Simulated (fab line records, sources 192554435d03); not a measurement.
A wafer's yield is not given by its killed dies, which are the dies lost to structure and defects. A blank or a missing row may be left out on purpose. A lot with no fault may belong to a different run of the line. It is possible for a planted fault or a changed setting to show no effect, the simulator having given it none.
Commonality check across tools ; flow n5_finfet ; 7 lots and 21 wafers in the sample

## WHY IT WAS OPENED
At N5_BEOL_M0_RS_MEAS_126 the reading M0_RS is flagged on 3 of 7 lots. No-fault wafers: 0.534 ohm/sq, standard deviation 0.017.
Rule: a lot gets a flag if all its wafers with a number sit over 4 standard deviations from that mean, or if no wafer of it has a number. All remaining lots are regarded as sound.

lot;measured;on;M0_RS (ohm/sq), wafer by wafer;flag
L343;day 6 11:24;film_metro-01;0.537 0.540 0.513;
L345;day 7 02:09;film_metro-02;0.526 0.514 0.520;
L347;day 7 08:59;film_metro-01;0.532 0.518 0.521;
L353;day 8 16:58;film_metro-01;0.513 0.529 0.534;
L359;day 10 07:29;film_metro-01;0.735 0.711 0.705;FLAGGED
L360;day 10 16:21;film_metro-02;0.678 0.658 0.646;FLAGGED
L361;day 10 22:43;film_metro-01;0.712 0.676 0.704;FLAGGED
Average over the flagged lots: 0.692 ohm/sq; offset from the usual +0.158 ohm/sq, equal to +9 standard deviations.

## TOOL THAT RAN EACH LOT
Before the reading, the record contains 5 process steps out of a 1938-step route. In each cell: the tool, then ch and the chambers that the sampled wafers went through, then the start.
lot;flag;N5_MOL_CONTACT_COAG_VIA_ETCH_117;N5_BEOL_M0_SAQP_PECVD_00;N5_BEOL_M0_SAQP_PECVD_03;N5_BEOL_M0_SAQP_PECVD_96;N5_BEOL_M0_ETCH_109
L343;;rie_diel-05 ch 0,1,3, day 5 14:14;pecvd-01 ch 1,2, day 5 21:02;pecvd-03 ch 0,1, day 5 22:22;pecvd-03 ch 0,1, day 5 22:23;rie_diel-04 ch 0,1,3, day 6 07:19
L345;;rie_diel-05 ch 0,3, day 6 08:31;pecvd-03 ch 1,2, day 6 13:09;pecvd-03 ch 0,1,2, day 6 13:53;pecvd-03 ch 0,1,2, day 6 13:55;rie_diel-03 ch 0,2,3, day 6 23:17
L347;;rie_diel-03 ch 0,3, day 6 15:14;pecvd-04 ch 0,1,2, day 6 19:44;pecvd-03 ch 0,1,2, day 6 20:16;pecvd-03 ch 0,1,2, day 6 20:17;rie_diel-04 ch 1,2, day 7 06:14
L353;;rie_diel-03 ch 0,1,2, day 8 01:16;pecvd-01 ch 0,1, day 8 05:46;pecvd-03 ch 0,1, day 8 05:58;pecvd-03 ch 0,1, day 8 06:00;rie_diel-03 ch 0,2,3, day 8 13:31
L359;FLAGGED;rie_diel-05 ch 0,1,2, day 9 12:29;pecvd-03 ch 1,2, day 9 16:58;pecvd-01 ch 0,1, day 9 17:28;pecvd-01 ch 0,1, day 9 17:30;rie_diel-05 ch 2,3, day 10 04:26
L360;FLAGGED;rie_diel-04 ch 0,1,3, day 9 23:47;pecvd-03 ch 1,2, day 10 04:17;pecvd-04 ch 0,1, day 10 04:53;pecvd-04 ch 0,1, day 10 04:56;rie_diel-05 ch 0,3, day 10 12:46
L361;FLAGGED;rie_diel-04 ch 0,3, day 10 06:25;pecvd-01 ch 0,1,2, day 10 10:54;pecvd-04 ch 0,1, day 10 11:45;pecvd-04 ch 0,1, day 10 11:48;rie_diel-03 ch 1,2,3, day 10 20:22
What these steps do:
- N5_MOL_CONTACT_COAG_VIA_ETCH_117: etches SiO2 in C4F6/O2, target depth 40 nm, overetch 8 nm, time 26 s.
- N5_BEOL_M0_SAQP_PECVD_00: deposits SiCN from 3MS/NH3, target thk 8 nm, time 14 s.
- N5_BEOL_M0_SAQP_PECVD_03: deposits SiCN from 3MS/NH3, target thk 12 nm, time 21.1 s.
- N5_BEOL_M0_SAQP_PECVD_96: deposits a-Si from SiH4/He, target thk 45 nm, time 45.2 s.
- N5_BEOL_M0_ETCH_109: etches SiCN in CH3F/O2, target depth 8 nm, overetch 2.4 nm, time 27.4 s.
- N5_BEOL_M0_RS_MEAS_126: measures by four-point-probe.

## FLAGGED OVER TOTAL, TOOL BY TOOL (the gauges that took the reading come last)
step;tool;lots run;flagged;share of the flagged lots;sound lots run after its first flagged lot
N5_MOL_CONTACT_COAG_VIA_ETCH_117;rie_diel-03;2;0;none;-
N5_MOL_CONTACT_COAG_VIA_ETCH_117;rie_diel-04;2;2;some;0
N5_MOL_CONTACT_COAG_VIA_ETCH_117;rie_diel-05;3;1;some;0
N5_BEOL_M0_SAQP_PECVD_00;pecvd-01;3;1;some;0
N5_BEOL_M0_SAQP_PECVD_00;pecvd-03;3;2;some;0
N5_BEOL_M0_SAQP_PECVD_00;pecvd-04;1;0;none;-
N5_BEOL_M0_SAQP_PECVD_03;pecvd-01;1;1;some;0
N5_BEOL_M0_SAQP_PECVD_03;pecvd-03;4;0;none;-
N5_BEOL_M0_SAQP_PECVD_03;pecvd-04;2;2;some;0
N5_BEOL_M0_SAQP_PECVD_96;pecvd-01;1;1;some;0
N5_BEOL_M0_SAQP_PECVD_96;pecvd-03;4;0;none;-
N5_BEOL_M0_SAQP_PECVD_96;pecvd-04;2;2;some;0
N5_BEOL_M0_ETCH_109;rie_diel-03;3;1;some;0
N5_BEOL_M0_ETCH_109;rie_diel-04;2;0;none;-
N5_BEOL_M0_ETCH_109;rie_diel-05;2;2;some;0
N5_BEOL_M0_RS_MEAS_126;film_metro-01;5;2;some;0
N5_BEOL_M0_RS_MEAS_126;film_metro-02;2;1;some;0

## WHAT THE TABLE ALLOWS
No row of the table ran every flagged lot.

## WHAT HAD BEEN PUT IN BY THE SIMULATOR
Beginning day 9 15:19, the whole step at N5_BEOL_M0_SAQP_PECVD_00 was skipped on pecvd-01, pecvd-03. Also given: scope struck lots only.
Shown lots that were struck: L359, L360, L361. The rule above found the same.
